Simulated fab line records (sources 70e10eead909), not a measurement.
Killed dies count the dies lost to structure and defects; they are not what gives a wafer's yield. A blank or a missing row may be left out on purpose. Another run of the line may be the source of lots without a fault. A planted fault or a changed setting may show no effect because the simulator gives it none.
Matching of chambers | flow nandHarc | 4 sister chambers for NHARC_A_STAIRCASE_ETCH_292 on rieDiel-05
The step etches the open film in CF4/CHF3. 4 wafers are shown with their chamber, then 8 later ones without.

EACH WAFER AND ITS CHAMBER
wafer  | chamber | drypumpMotorCurrentA (A)
L084.4 | 1       | 6.0
L085.3 | 3       | 5.0
L085.6 | 0       | 6.0
L088.1 | 2       | 5.3

WAFERS WHOSE CHAMBER IS MISSING
wafer  | drypumpMotorCurrentA (A)
L088.2 | 6.0
L088.4 | 5.0
L094.2 | 6.1
L094.4 | 6.1
L094.6 | 6.0
L097.1 | 6.0
L097.2 | 6.0
L097.5 | 6.1

EACH ONE'S CHAMBER
wafer  | from the rows above     | in truth
L088.2 | can't be placed: 0 or 1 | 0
L088.4 | 3                       | 3
L094.2 | can't be placed: 0 or 1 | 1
L094.4 | can't be placed: 0 or 1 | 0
L094.6 | can't be placed: 0 or 1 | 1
L097.1 | can't be placed: 0 or 1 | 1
L097.2 | can't be placed: 0 or 1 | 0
L097.5 | can't be placed: 0 or 1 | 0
Correct placement for 1 of the 8. These rows do not allow placing 7 (true chamber among the candidates in 7). Placed wrongly: 0.
How it was worked out, from the rows above alone: a wafer's distance from a chamber is the root of the sum, over the readings, of the square of ((its reading less the chamber's mean) divided by the reading's scatter). The wafer belongs to the nearest chamber; if the next one is less than 2 further off, it can't be placed. The mean given for a chamber averages the wafers shown for that chamber. The scatter: root of mean squared gap, hidden wafer to nearest shown wafer, with one shown wafer a chamber.
